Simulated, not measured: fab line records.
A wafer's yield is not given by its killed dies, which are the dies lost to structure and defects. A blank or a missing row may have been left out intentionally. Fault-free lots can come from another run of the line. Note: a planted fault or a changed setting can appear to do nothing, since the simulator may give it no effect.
fab line records ; flow nand_harc
record: lots: 6; wafers: 18; last_day: 24
route steps=1159 shown P_CONTACT@226 END@1159
lots that met no fault: from a run of the same line without faults
start_h: hours from the record's opening day to when the first of the lot's shown wafers began ; wait_h: how many hours have passed since the lot's step before this one ; " repeats the value in the row above ; L1.1+2: a row that stands for several wafers ; - no value, or no start given ; * or withheld: withheld ; < > ~ a bound
route shown NAME@n: NAME is a module with steps in the file, n the number in the route of the first one ; usual: mean and standard deviation over wafers with no fault ; same: alike in all rows ; chamber/n: place in a boat ; sites: the reading at each site ; _std_site: the standard deviation of these ; _edge_site: outer sites' mean less inner sites' ; radius_mm: for every site, how far away it sits from the centre of the wafer ; mask NAME#n: copy n ; behind: the tool/chamber that last shaped the wafer ; hold: the reason the lot was held/the length of the hold in hours/how it ended ; device: the transistor (n, p or np) that didn't switch ; end of line: the route-end tests of the same wafers ; step lacking rows: just its recipe ; killed: dies lost to structure and defects at the first sort, not the wafer's yield ; map: per-die view of a wafer (x killed, . not killed, _ where there is no die)
set.NAME: setting as actually run; set.NAME@STEP: the setting as run at that earlier step ; model.NAME: the simulator's own value behind a step, which no gauge read
lots seen at some steps along the route; tables by step, rows by wafer
services: the hour from which a tool's chamber was out of use, counted from the record's first day as start_h (under 0 if before that day), plus the number of hours and why
== steps ==
step: NHARC_P_CONTACT_COAT_06
recipe: spin_rpm: 1500; resist_thk_nm: 90
step: NHARC_P_CONTACT_SOFTBAKE_07
recipe: temp_c: 105; time_s: 55
step: NHARC_P_CONTACT_EBR_08
step: NHARC_P_CONTACT_EXPOSE_09
recipe: na: 1.35; target_cd_nm: 90; dose_mj: 81.26; mask_id: P_CA
step: NHARC_P_CONTACT_PEB_10
recipe: peb_temp_c: 100; peb_time_s: 65
step: NHARC_P_CONTACT_DEVELOP_11
recipe: develop_time_s: 35; dev_temp_c: 23
step: NHARC_P_CONTACT_CD_MEAS_12
recipe: target_cd_nm: 90; landing_energy_ev: 500
usual: cd_nm: 90.1/0.45
lot.wafer;tool;chamber;start_h;wait_h;cd_nm
L643.2;cd_sem-01;0;126.01;-;90.1
L643.3;cd_sem-01;0;126.01;-;90.4
L643.5;cd_sem-01;0;126.01;-;90.0
L645.4;cd_sem-02;0;132.55;-;89.8
L645.5;cd_sem-02;0;132.55;-;90.2
L645.6;cd_sem-02;0;132.55;-;89.6
L651.1;cd_sem-03;0;165.90;-;90.5
L651.2;cd_sem-03;0;165.90;-;90.2
L651.4;cd_sem-03;0;165.90;-;90.6
L654.3;cd_sem-01;0;188.34;-;89.7
L654.5;cd_sem-01;0;188.34;-;89.4
L654.6;cd_sem-01;0;188.34;-;90.6
L658.4;cd_sem-03;0;211.55;-;89.6
L658.5;cd_sem-03;0;211.55;-;90.0
L658.6;cd_sem-03;0;211.55;-;89.8
L660.1;cd_sem-01;0;225.75;-;90.1
L660.3;cd_sem-01;0;225.75;-;90.6
L660.5;cd_sem-01;0;225.75;-;91.3
step: NHARC_P_CONTACT_OVL_MEAS_13
usual: overlay_x_nm: -0.1/0.91; overlay_y_nm: 0.2/0.66
lot.wafer;tool;chamber;start_h;wait_h;overlay_x_nm;overlay_y_nm
L643.2;overlay-01;-;126.10;-;-1.5;0.6
L643.3;overlay-01;-;126.10;-;-1.7;0.4
L643.5;overlay-01;-;126.10;-;-2.0;0.6
L645.4;overlay-01;-;132.63;-;-1.7;-0.9
L645.5;overlay-01;-;132.63;-;-1.7;-0.4
L645.6;overlay-01;-;132.63;-;-1.6;-0.7
L651.1;overlay-02;-;165.99;-;0.5;-0.2
L651.2;overlay-02;-;165.99;-;0.6;0.3
L651.4;overlay-02;-;165.99;-;0.4;0.0
L654.3;overlay-02;-;188.43;-;0.6;0.7
L654.5;overlay-02;-;188.43;-;0.3;-0.5
L654.6;overlay-02;-;188.43;-;0.4;-0.1
L658.4;overlay-01;-;211.63;-;0.4;0.6
L658.5;overlay-01;-;211.63;-;-0.1;0.9
L658.6;overlay-01;-;211.63;-;0.2;0.8
L660.1;overlay-02;-;225.84;-;-0.2;-0.6
L660.3;overlay-02;-;225.84;-;-0.6;-0.7
L660.5;overlay-02;-;225.84;-;-0.3;-1.1
step: NHARC_P_CONTACT_INSPECT_14
usual: raw_defect_count: 3.8/2.1
lot.wafer;tool;chamber;start_h;wait_h;raw_defect_count
L643.2;defect_inspect-02;-;126.14;0.0;2
L643.3;defect_inspect-02;-;126.14;0.0;2
L643.5;defect_inspect-02;-;126.14;0.0;3
L645.4;defect_inspect-02;-;132.67;0.0;1
L645.5;defect_inspect-02;-;132.67;0.0;1
L645.6;defect_inspect-02;-;132.67;0.0;4
L651.1;defect_inspect-01;-;166.02;0.0;5
L651.2;defect_inspect-01;-;166.02;0.0;3
L651.4;defect_inspect-01;-;166.02;0.0;5
L654.3;defect_inspect-02;-;188.46;0.0;2
L654.5;defect_inspect-02;-;188.46;0.0;2
L654.6;defect_inspect-02;-;188.46;0.0;3
L658.4;defect_inspect-02;-;211.67;0.0;7
L658.5;defect_inspect-02;-;211.67;0.0;12
L658.6;defect_inspect-02;-;211.67;0.0;6
L660.1;defect_inspect-01;-;225.88;0.0;4
L660.3;defect_inspect-01;-;225.88;0.0;2
L660.5;defect_inspect-01;-;225.88;0.0;4
step: NHARC_P_CONTACT_DESCUM_17
recipe: time_s: 3; o2_flow_sccm: 200; ar_flow_sccm: 0; bias_power_w: 0; chemistry: O2
usual: drypump_motor_current_A: 5.7/0.48; oes_product_au: 0.996/0.0064; rf_vpp_V: 57.8/0.88; showerhead_plenum_p_Torr: 1.92/0.084; throttle_valve_pct: 11.309/0.0093
same: time_s: 3
lot.wafer;tool;chamber;start_h;wait_h;drypump_motor_current_A;oes_product_au;rf_hours_counter_h;rf_vpp_V;showerhead_plenum_p_Torr;throttle_valve_pct
L643.2;rie_diel-05;0;126.20;0.1;5.3;0.990;11;56.5;1.92;11.298
L643.3;rie_diel-05;1;126.20;0.1;5.4;0.997;10;58.2;1.85;11.326
L643.5;rie_diel-05;0;126.20;0.1;5.3;0.994;-;59.0;1.92;11.314
L645.4;rie_diel-05;2;132.73;0.1;6.2;0.999;13;58.2;2.03;11.322
L645.6;rie_diel-05;2;132.73;0.1;6.3;0.991;-;57.7;2.03;11.306
L645.5;rie_diel-05;3;132.73;0.1;5.6;0.994;-;57.5;1.78;11.308
L651.4;rie_diel-12;1;166.08;0.1;5.4;1.003;10;58.8;1.99;11.290
L651.2;rie_diel-12;3;166.08;0.1;5.7;0.991;14;58.6;1.98;11.306
L651.1;rie_diel-12;0;166.08;0.1;6.7;1.002;14;57.4;1.85;11.299
L654.3;rie_diel-05;0;188.56;0.1;5.3;0.994;1;56.2;1.92;11.306
L654.5;rie_diel-05;0;188.56;0.1;5.3;0.987;-;57.0;1.92;11.296
L654.6;rie_diel-05;1;188.56;0.1;5.4;0.997;-;56.9;1.84;11.306
L658.4;rie_diel-12;2;211.74;0.1;5.8;1.000;0;56.3;1.84;11.310
L658.5;rie_diel-12;1;211.74;0.1;5.5;0.998;-;58.0;1.99;11.325
L658.6;rie_diel-12;2;211.74;0.1;5.8;0.994;-;58.5;1.84;11.307
L660.1;rie_diel-12;3;225.94;0.1;5.7;1.000;1;58.5;1.98;11.324
L660.3;rie_diel-12;0;225.94;0.1;6.7;0.994;2;55.8;1.85;11.299
L660.5;rie_diel-12;3;225.94;0.1;5.7;0.997;-;56.5;1.98;11.306
step: NHARC_P_CONTACT_ETCH_35
recipe: target_depth_a: 390; over_etch_frac: 0.3; time_s: 65; ion_energy_ev: 80; cf4_flow_sccm: 150; ar_flow_sccm: 0; rf_w: 300; bias_w: 100; chemistry: CF4
usual: bias_w: 99.98/0.28; cf4_flow_sccm: 149.9/0.49; drypump_motor_current_A: 5.8/0.52; oes_product_au: 0.996/0.0069; rf_vpp_V: 151.2/1.4; showerhead_plenum_p_Torr: 1.77/0.073; throttle_valve_pct: 13.284/0.0086
same: over_etch_frac: 0.3; time_s: 65
lot.wafer;tool;chamber;start_h;wait_h;bias_w;cf4_flow_sccm;drypump_motor_current_A;oes_product_au;rf_hours_counter_h;rf_vpp_V;showerhead_plenum_p_Torr;throttle_valve_pct
L643.3;rie_diel-05;0;126.29;0.1;100.14;149.8;5.3;1.007;11;150.1;1.78;13.284
L643.2;rie_diel-05;1;126.29;0.1;99.73;149.3;5.4;1.003;11;149.5;1.71;13.296
L643.5;rie_diel-05;3;126.29;0.1;100.45;149.6;5.6;1.001;-;148.9;1.66;13.279
L645.4;rie_diel-05;2;132.81;0.1;99.36;150.3;6.3;0.997;13;153.3;1.87;13.273
L645.6;rie_diel-05;2;132.81;0.1;99.74;150.2;6.2;0.997;-;151.7;1.86;13.288
L645.5;rie_diel-05;3;132.81;0.1;100.18;149.4;5.6;0.992;-;149.3;1.66;13.284
L651.2;rie_diel-12;3;166.17;0.1;100.10;149.8;5.7;0.995;14;151.4;1.83;13.268
L651.4;rie_diel-12;0;166.17;0.1;100.24;149.6;6.7;1.004;14;150.5;1.72;13.266
L651.1;rie_diel-12;1;166.17;0.1;99.91;150.0;5.4;1.009;10;151.1;1.83;13.292
L654.3;rie_diel-05;0;188.66;0.1;99.89;149.2;5.3;0.991;1;151.4;1.78;13.285
L654.6;rie_diel-05;3;188.66;0.1;100.05;150.3;5.6;0.996;-;150.2;1.65;13.292
L654.5;rie_diel-05;0;188.66;0.1;99.48;149.4;5.3;0.991;-;151.3;1.78;13.287
L658.4;rie_diel-12;3;211.81;0.1;99.67;149.8;5.7;1.000;0;151.2;1.83;13.281
L658.5;rie_diel-12;3;211.81;0.1;100.08;149.9;5.8;0.999;-;151.6;1.83;13.284
L658.6;rie_diel-12;0;211.81;0.1;99.76;150.3;6.7;1.001;-;150.1;1.72;13.281
L660.3;rie_diel-12;0;226.03;0.1;99.74;150.9;6.7;0.988;2;150.4;1.72;13.278
L660.1;rie_diel-12;2;226.03;0.1;99.82;149.9;5.8;0.991;2;150.3;1.71;13.275
L660.5;rie_diel-12;0;226.03;0.1;100.20;150.0;6.7;0.987;-;150.2;1.72;13.305
step: NHARC_P_CONTACT_ETCH_36
recipe: target_depth_a: 2600; over_etch_frac: 0.25; time_s: 406.25; ion_energy_ev: 200; n2_flow_sccm: 150; h2_flow_sccm: 150; ar_flow_sccm: 0; rf_w: 400; bias_w: 150; chemistry: N2/H2
usual: bias_w: 150.1/0.45; chamber_pressure_mTorr: 30.000/0.027; drypump_motor_current_A: 5.8/0.48; oes_product_au: 0.997/0.0072; rf_vpp_V: 430.6/2.6; showerhead_plenum_p_Torr: 2.04/0.094; throttle_valve_pct: 14.170/0.0079
same: over_etch_frac: 0.25; time_s: 406.25
lot.wafer;tool;chamber;start_h;wait_h;bias_w;chamber_pressure_mTorr;drypump_motor_current_A;oes_product_au;rf_hours_counter_h;rf_vpp_V;showerhead_plenum_p_Torr;throttle_valve_pct
L643.3;rie_diel-05;1;-;-;149.5;30.040;5.4;0.998;11;426.8;1.97;14.161
L643.2;rie_diel-05;0;-;-;149.6;30.017;5.3;0.999;11;430.7;2.05;14.170
L643.5;rie_diel-05;1;-;-;149.2;30.010;5.4;1.000;-;427.4;1.97;14.170
L645.4;rie_diel-05;0;-;-;150.1;29.992;5.3;0.992;12;431.4;2.05;14.150
L645.6;rie_diel-05;1;-;-;150.2;29.995;5.4;1.002;-;428.1;1.96;14.174
L645.5;rie_diel-05;2;-;-;149.3;30.006;6.3;1.001;-;433.9;2.16;14.178
L651.1;rie_diel-12;3;-;-;150.5;29.976;5.7;1.002;14;431.6;2.12;14.163
L651.4;rie_diel-12;1;-;-;149.4;30.004;5.4;0.996;10;431.9;2.12;14.183
L651.2;rie_diel-12;2;-;-;150.1;29.970;5.8;1.002;14;429.6;1.96;14.167
L654.3;rie_diel-05;0;-;-;150.6;29.965;5.3;0.993;1;431.8;2.05;14.186
L654.5;rie_diel-05;3;-;-;150.5;29.961;5.7;1.001;-;425.5;1.89;14.167
L654.6;rie_diel-05;0;-;-;149.8;29.987;5.3;0.990;-;430.6;2.05;14.169
L658.4;rie_diel-12;0;-;-;150.5;30.028;6.7;0.992;0;429.1;1.97;14.168
L658.5;rie_diel-12;3;-;-;150.3;29.989;5.7;0.989;-;433.6;2.11;14.170
L658.6;rie_diel-12;0;-;-;150.4;29.985;6.7;1.009;-;428.6;1.97;14.173
L660.1;rie_diel-12;3;-;-;150.4;30.037;5.7;0.998;2;431.7;2.11;14.162
L660.3;rie_diel-12;0;-;-;149.9;29.986;6.7;0.988;2;427.5;1.97;14.173
L660.5;rie_diel-12;3;-;-;151.0;30.003;5.7;0.991;-;433.7;2.11;14.165
step: NHARC_P_CONTACT_ETCH_18
recipe: target_depth_a: 4810; time_s: 240.5; c4f8_flow_sccm: 20; o2_flow_sccm: 10; ar_flow_sccm: withheld; rf_w: 600; bias_w: 1500; chemistry: C4F8/O2/Ar
usual: bias_w: 1500/4.2; chamber_pressure_mTorr: 25.003/0.023; oes_product_au: 0.961/0.017; rf_vpp_V: 978/5.8; time_s: 240.5/0
lot.wafer;tool;chamber;start_h;wait_h;bias_w;chamber_pressure_mTorr;oes_product_au;rf_hours_counter_h;rf_vpp_V;time_s
L643.3;rie_diel-05;3;126.68;-;1502;24.987;0.962;12;969;240.5
L643.2;rie_diel-05;1;126.68;-;1498;24.953;0.949;11;972;240.5
L643.5;rie_diel-05;3;126.68;-;1500;25.000;0.975;-;968;240.5
L645.4;rie_diel-05;2;133.26;-;1502;24.998;0.959;13;985;240.5
L645.6;rie_diel-05;3;133.26;-;1492;25.024;0.953;-;968;240.5
L645.5;rie_diel-05;0;133.26;-;1502;24.981;0.959;-;979;240.5
L651.1;rie_diel-12;2;166.57;-;-;-;-;-;-;-
L651.4;rie_diel-12;3;166.57;-;-;-;-;-;-;-
L651.2;rie_diel-12;1;166.57;-;-;-;-;-;-;-
L654.3;rie_diel-05;0;189.14;-;-;-;-;-;-;-
L654.5;rie_diel-05;3;189.14;-;-;-;-;-;-;-
L654.6;rie_diel-05;0;189.14;-;-;-;-;-;-;-
L658.4;rie_diel-12;3;212.23;-;1502;24.993;0.973;0;983;240.5
L658.5;rie_diel-12;2;212.23;-;1494;24.973;0.959;-;974;240.5
L658.6;rie_diel-12;3;212.23;-;1504;24.983;0.972;-;983;240.5
L660.3;rie_diel-12;1;226.42;-;1505;24.977;0.980;2;984;240.5
L660.1;rie_diel-12;2;226.42;-;1496;24.995;0.985;2;973;240.5
L660.5;rie_diel-12;1;226.42;-;1499;24.978;0.980;-;982;240.5
step: NHARC_P_CONTACT_STRIP_37
recipe: c4f8_flow_sccm: withheld; o2_flow_sccm: 8; ar_flow_sccm: withheld; bias_w: 0; chemistry: C4F8/O2/Ar
step: NHARC_END_SORT_01
recipe: temp_c: 25
usual: killed_at_array: 26/9.6; killed_at_other: 0.7/0.92; killed_at_periphery: 3.8/2.7; killed_dies: 31/10; killed_open: 3.3/1.7; killed_short: 1.8/1.3
same: gross_dies: 677
lot.wafer;tool;chamber;start_h;wait_h;hold;killed_at_array;killed_at_other;killed_at_periphery;killed_dies;killed_open;killed_short
L643.2;prober-01;0;452.67;2.8;-;15;1;2;18;1;2
L643.3;prober-01;0;453.47;3.1;-;13;1;1;15;2;1
L643.5;prober-01;0;455.06;3.7;-;17;3;3;23;8;1
L651.1;prober-02;0;486.10;2.5;await_dispo/3.4h/scrap;33;1;643;677;4;2
L651.2;prober-02;0;486.91;2.8;await_dispo/3.4h/scrap;37;3;637;677;4;3
L651.4;prober-02;0;488.53;3.4;await_dispo/3.4h/scrap;26;1;650;677;0;2
L654.3;prober-01;0;507.32;3.1;await_dispo/3.5h/scrap;20;0;657;677;2;3
L654.5;prober-01;0;508.92;3.7;await_dispo/3.5h/scrap;20;0;657;677;5;4
L654.6;prober-01;0;509.71;4.0;await_dispo/3.5h/scrap;18;0;659;677;6;0
L658.4;prober-01;0;547.12;3.4;-;28;1;14;43;7;5
L658.5;prober-01;0;547.93;3.7;-;33;1;9;43;4;1
L658.6;prober-01;0;548.73;4.0;-;43;1;12;56;4;0
L660.1;prober-01;0;568.72;2.5;-;25;0;0;25;2;0
L660.3;prober-01;0;570.34;3.1;-;26;3;4;33;4;0
L660.5;prober-01;0;571.97;3.7;-;31;1;1;33;0;0
killed by level:class
L643.2 A_SLIT:chamber_film_flake=6 A_CONTACT:chamber_film_flake=4 A_CHANNEL_FILL_D1:geometric_particle:short=1 A_WL_FILL:geometric_particle:short=1 A_CONTACT:geometric_particle:open=1 P_STI:chamber_film_flake=1 P_GATE:chamber_film_flake=1 A_WL_FILL:chamber_film_flake=1
L643.3 A_SLIT:chamber_film_flake=5 A_CHANNEL_HOLE_D1:chamber_film_flake=3 P_M1:geometric_particle:open=1 A_WL_FILL:geometric_particle:short=1 A_M0:geometric_particle:open=1 A_CHANNEL_FILL_D1:chamber_film_flake=1 A_WL_FILL:chamber_film_flake=1 A_CONTACT:chamber_film_flake=1
L643.5 A_SLIT:chamber_film_flake=7 THIN_TSV:chamber_film_flake=3 A_ONON_D1:geometric_particle:open=2 A_CONTACT:geometric_particle:open=2 P_CONTACT:geometric_particle:open=1 P_M0:geometric_particle:short=1 P_M0:geometric_particle:open=1 A_CHANNEL_FILL_D1:geometric_particle:open=1
L651.1 P_CONTACT:area_etch=641 A_CHANNEL_HOLE_D1:chamber_film_flake=13 A_SLIT:chamber_film_flake=11 A_ZERO_WELL:chamber_film_flake=2 A_WL_FILL:chamber_film_flake=2 P_GATE:geometric_particle:short=1 A_CHANNEL_HOLE_D1:geometric_particle:open=1 A_CHANNEL_FILL_D1:geometric_particle:open=1
L651.2 P_CONTACT:area_etch=635 A_CHANNEL_HOLE_D1:chamber_film_flake=19 A_SLIT:chamber_film_flake=9 A_WL_FILL:geometric_particle:short=3 A_STAIRCASE:chamber_film_flake=2 THIN_TSV:chamber_film_flake=2 P_GATE:geometric_particle:open=1 A_CHANNEL_FILL_D1:geometric_particle:open=1
L651.4 P_CONTACT:area_etch=649 A_CHANNEL_HOLE_D1:chamber_film_flake=11 A_SLIT:chamber_film_flake=7 A_SGD_CUT:chamber_film_flake=3 A_CONTACT:chamber_film_flake=2 A_M0:geometric_particle:short=1 A_M1:geometric_particle:short=1 P_GATE:chamber_film_flake=1
L654.3 P_CONTACT:area_etch=655 A_WL_FILL:chamber_film_flake=4 A_CHANNEL_HOLE_D1:chamber_film_flake=3 A_CONTACT:chamber_film_flake=3 A_CHANNEL_FILL_D1:geometric_particle:short=2 P_M0:chamber_film_flake=2 A_CHANNEL_FILL_D1:chamber_film_flake=2 A_CHANNEL_FILL_D1:geometric_particle:open=1
L654.5 P_CONTACT:area_etch=656 A_CONTACT:chamber_film_flake=4 A_CHANNEL_HOLE_D1:chamber_film_flake=3 A_CHANNEL_FILL_D1:geometric_particle:short=2 A_WL_FILL:geometric_particle:short=2 A_WL_FILL:geometric_particle:open=2 A_STAIRCASE:chamber_film_flake=2 A_WL_FILL:chamber_film_flake=2
L654.6 P_CONTACT:area_etch=654 A_CHANNEL_HOLE_D1:chamber_film_flake=5 P_M0:chamber_film_flake=3 A_CONTACT:chamber_film_flake=3 A_CONTACT:geometric_particle:open=2 A_WL_FILL:chamber_film_flake=2 P_M2:geometric_particle:open=1 A_CHANNEL_FILL_D1:geometric_particle:open=1
L658.4 A_CHANNEL_HOLE_D1:chamber_film_flake=14 P_CONTACT:chamber_film_flake=7 P_STI:chamber_film_flake=5 A_CONTACT:geometric_particle:open=3 A_CHANNEL_FILL_D1:geometric_particle:open=2 A_CONTACT:chamber_film_flake=2 P_M2:geometric_particle:short=1 A_SOURCE_PLATE:geometric_particle:open=1
L658.5 A_CHANNEL_HOLE_D1:chamber_film_flake=20 P_STI:chamber_film_flake=6 A_CONTACT:chamber_film_flake=6 P_CONTACT:chamber_film_flake=2 A_ONON_D1:geometric_particle:open=1 A_CHANNEL_FILL_D1:geometric_particle:open=1 A_WL_FILL:geometric_particle:open=1 A_M0:geometric_particle:open=1
L658.6 A_CHANNEL_HOLE_D1:chamber_film_flake=31 P_CONTACT:chamber_film_flake=7 P_STI:chamber_film_flake=4 A_CONTACT:geometric_particle:open=3 A_STAIRCASE:chamber_film_flake=3 A_CONTACT:chamber_film_flake=2 P_M0:geometric_particle:open=1 A_ZERO_WELL:chamber_film_flake=1
L660.1 A_CONTACT:chamber_film_flake=14 A_CHANNEL_HOLE_D1:chamber_film_flake=6 A_STAIRCASE:chamber_film_flake=3 A_ONON_D1:geometric_particle:open=1 A_SGD_CUT:geometric_particle:open=1
L660.3 A_CHANNEL_HOLE_D1:chamber_film_flake=11 A_CONTACT:chamber_film_flake=6 A_STAIRCASE:chamber_film_flake=5 THIN_TSV:chamber_film_flake=3 P_CONTACT:geometric_particle:open=2 P_GATE:geometric_particle:open=1 A_CONTACT:geometric_particle:open=1 P_M0:chamber_film_flake=1
L660.5 A_CONTACT:chamber_film_flake=15 A_CHANNEL_HOLE_D1:chamber_film_flake=13 A_STAIRCASE:chamber_film_flake=3 P_ZERO_WELL:chamber_film_flake=1 THIN_TSV:chamber_film_flake=1
map L651.1 (x killed, . not)
____________x____________
_________xxxxxxx_________
_______xxxxxxxxxxx_______
______xxxxxxxxxxxxx______
_____xxxxxxxxxxxxxxx_____
____xxxxxxxxxxxxxxxxx____
____xxxxxxxxxxxxxxxxx____
___xxxxxxxxxxxxxxxxxxx___
___xxxxxxxxxxxxxxxxxxx___
__xxxxxxxxxxxxxxxxxxxxx__
__xxxxxxxxxxxxxxxxxxxxx__
_xxxxxxxxxxxxxxxxxxxxxxx_
_xxxxxxxxxxxxxxxxxxxxxxx_
_xxxxxxxxxxxxxxxxxxxxxxx_
_xxxxxxxxxxxxxxxxxxxxxxx_
_xxxxxxxxxxxxxxxxxxxxxxx_
xxxxxxxxxxxxxxxxxxxxxxxxx
xxxxxxxxxxxxxxxxxxxxxxxxx
xxxxxxxxxxxxxxxxxxxxxxxxx
xxxxxxxxxxxxxxxxxxxxxxxxx
xxxxxxxxxxxxxxxxxxxxxxxxx
_xxxxxxxxxxxxxxxxxxxxxxx_
_xxxxxxxxxxxxxxxxxxxxxxx_
_xxxxxxxxxxxxxxxxxxxxxxx_
_xxxxxxxxxxxxxxxxxxxxxxx_
_xxxxxxxxxxxxxxxxxxxxxxx_
__xxxxxxxxxxxxxxxxxxxxx__
__xxxxxxxxxxxxxxxxxxxxx__
___xxxxxxxxxxxxxxxxxxx___
___xxxxxxxxxxxxxxxxxxx___
____xxxxxxxxxxxxxxxxx____
____xxxxxxxxxxxxxxxxx____
_____xxxxxxxxxxxxxxx_____
______xxxxxxxxxxxxx______
_______xxxxxxxxxxx_______
_________xxxxxxx_________
____________x____________
map L654.3 (x killed, . not)
____________x____________
_________xxxxxxx_________
_______xxxxxxxxxxx_______
______xxxxxxxxxxxxx______
_____xxxxxxxxxxxxxxx_____
____xxxxxxxxxxxxxxxxx____
____xxxxxxxxxxxxxxxxx____
___xxxxxxxxxxxxxxxxxxx___
___xxxxxxxxxxxxxxxxxxx___
__xxxxxxxxxxxxxxxxxxxxx__
__xxxxxxxxxxxxxxxxxxxxx__
_xxxxxxxxxxxxxxxxxxxxxxx_
_xxxxxxxxxxxxxxxxxxxxxxx_
_xxxxxxxxxxxxxxxxxxxxxxx_
_xxxxxxxxxxxxxxxxxxxxxxx_
_xxxxxxxxxxxxxxxxxxxxxxx_
xxxxxxxxxxxxxxxxxxxxxxxxx
xxxxxxxxxxxxxxxxxxxxxxxxx
xxxxxxxxxxxxxxxxxxxxxxxxx
xxxxxxxxxxxxxxxxxxxxxxxxx
xxxxxxxxxxxxxxxxxxxxxxxxx
_xxxxxxxxxxxxxxxxxxxxxxx_
_xxxxxxxxxxxxxxxxxxxxxxx_
_xxxxxxxxxxxxxxxxxxxxxxx_
_xxxxxxxxxxxxxxxxxxxxxxx_
_xxxxxxxxxxxxxxxxxxxxxxx_
__xxxxxxxxxxxxxxxxxxxxx__
__xxxxxxxxxxxxxxxxxxxxx__
___xxxxxxxxxxxxxxxxxxx___
___xxxxxxxxxxxxxxxxxxx___
____xxxxxxxxxxxxxxxxx____
____xxxxxxxxxxxxxxxxx____
_____xxxxxxxxxxxxxxx_____
______xxxxxxxxxxxxx______
_______xxxxxxxxxxx_______
_________xxxxxxx_________
____________x____________
== services ==
tool;chamber;start_h;hours;kind
rie_diel-12;0;107.96;-;clean
rie_diel-12;1;107.96;-;clean
rie_diel-12;2;107.96;-;clean
rie_diel-12;3;107.96;-;clean
rie_diel-05;0;118.16;-;clean
rie_diel-05;1;118.16;-;clean
rie_diel-05;2;118.16;-;clean
rie_diel-05;3;118.16;-;clean
rie_diel-12;0;132.46;-;clean
rie_diel-12;1;132.46;-;clean
rie_diel-12;2;132.46;-;clean
rie_diel-12;3;132.46;-;clean
rie_diel-05;0;137.20;12.3;repair
rie_diel-05;1;142.84;-;clean
rie_diel-05;2;142.84;-;clean
rie_diel-05;3;142.84;-;clean
rie_diel-05;3;148.56;6.0;repair
rie_diel-12;0;156.96;-;clean
rie_diel-12;1;156.96;-;clean
rie_diel-05;-;163.60;9.0;pm
rie_diel-05;2;182.64;6.3;repair
rie_diel-12;-;186.53;0.4;repair
rie_diel-05;1;199.10;10.0;repair
rie_diel-12;-;202.45;9.0;pm
== key ==
first_sign: step: NHARC_P_CONTACT_ETCH_18; reading: tool_record; direction: missing
effect: step: NHARC_END_SORT_01; reading: killed_at_periphery; direction: up; sigmas: 99+; usual: 3.8; struck: 650.5
more_kills_born_at: NHARC_P_CONTACT_ETCH_18@rie_diel-05: 1965; NHARC_P_CONTACT_ETCH_18@rie_diel-12: 1925
met_at NHARC_P_CONTACT_ETCH_18
struck_wafers L651.1,L651.2,L651.4,L654.3,L654.5,L654.6
later_rows_left_out L651.1,L651.2,L651.4,L654.3,L654.5,L654.6
tester_left_out L651,L654
onset_between 133.26 166.57
fault: kind: skipped_step_whole; tool: rie_diel-05,rie_diel-12; chamber: -; onset_h: 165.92; steps: NHARC_P_CONTACT_ETCH_18; scope: struck_lots_only
tester_left_out: of these lots the tester's yield and bins aren't shown, on N5 and GAA mostly nor the transistor test; their killed dies are dies lost to structure and defects alone, not to doping, threshold or leakage, so they don't give the yield
later_rows_left_out: the simulator's readings of these wafers behind a module that went badly wrong aren't trusted and aren't shown, but for the sort
